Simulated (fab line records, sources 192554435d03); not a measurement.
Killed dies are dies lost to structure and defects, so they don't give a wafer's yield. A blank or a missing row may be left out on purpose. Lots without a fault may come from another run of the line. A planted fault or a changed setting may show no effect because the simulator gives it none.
Chamber matching | flow n5_finfet | N5_BEOL_M0_SAQP_ILD_DEP_01 on pecvd-01: 3 sister chambers
The step deposits SiOC from DEMS/O2, target thk 45.419 nm, time 8.7 s. 16 wafers are shown with their chamber, then 8 later ones without.

WAFERS WITH THEIR CHAMBER
wafer  | chamber | throttle_valve_pct (%) | heater_power_w (W) | showerhead_plenum_p_Torr (Torr)
L076.2 | 0       | 11.1                   | 437                | 5.679
L076.3 | 1       | 12.2                   | 427                | 5.694
L076.5 | 2       | 11.7                   | 368                | 5.696
L079.2 | 1       | 12.3                   | 384                | 5.683
L079.5 | 2       | 11.8                   | 328                | 5.680
L079.6 | 1       | 12.3                   | 392                | 5.678
L082.2 | 0       | 11.1                   | 385                | 5.681
L082.4 | 0       | 11.6                   | 386                | 5.691
L082.5 | 2       | 12.0                   | 410                | 5.697
L083.2 | 1       | 12.1                   | 367                | 5.688
L083.3 | 2       | 11.9                   | 352                | 5.681
L083.6 | 0       | 11.4                   | 413                | 5.687
L086.4 | 2       | 11.9                   | 356                | 5.679
L086.5 | 0       | 11.3                   | 422                | 5.676
L086.6 | 1       | 12.2                   | 375                | 5.705
L089.3 | 2       | 12.1                   | 376                | 5.678

SIGNATURES (means of the wafers above)
reading                  | chamber 0 | chamber 1 | chamber 2 | scatter within a chamber
throttle_valve_pct       | 11.300    | 12.220    | 11.900    | 0.154
heater_power_w           | 408.60    | 389.00    | 365.00    | 24.8
showerhead_plenum_p_Torr | 5.68280   | 5.68960   | 5.68517   | 0.00867
Rule: a wafer's distance from a chamber is the root of the sum, over the readings, of the square of ((its reading less the chamber's mean) divided by the reading's scatter). The wafer belongs to the nearest chamber; if the next one is less than 2 further off, it can't be placed. The scatter: the root of (the sum of the squares of (reading less its chamber's mean) over the shown wafers, divided by (wafers less chambers)).

WAFERS WITHOUT THEIR CHAMBER
wafer  | throttle_valve_pct (%) | heater_power_w (W) | showerhead_plenum_p_Torr (Torr)
L089.4 | 11.8                   | 385                | 5.680
L089.5 | 12.3                   | 437                | 5.698
L090.2 | 11.9                   | 387                | 5.698
L090.3 | 12.2                   | 412                | 5.689
L090.4 | 12.1                   | 423                | 5.680
L097.1 | 11.4                   | 448                | 5.670
L097.3 | 12.2                   | 366                | 5.689
L097.6 | 12.0                   | 361                | 5.701

WHICH CHAMBER EACH WENT THROUGH
wafer  | from the rows above     | in truth
L089.4 | can't be placed: 2 or 1 | 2
L089.5 | can't be placed: 1 or 2 | 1
L090.2 | can't be placed: 2 or 1 | 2
L090.3 | can't be placed: 1 or 2 | 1
L090.4 | can't be placed: 1 or 2 | 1
L097.1 | 0                       | 0
L097.3 | can't be placed: 1 or 2 | 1
L097.6 | can't be placed: 2 or 1 | 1
Placed correctly: 1 of 8. Can't be placed from these rows: 7 (the true chamber is among the candidates in 7). Placed wrongly: 0.
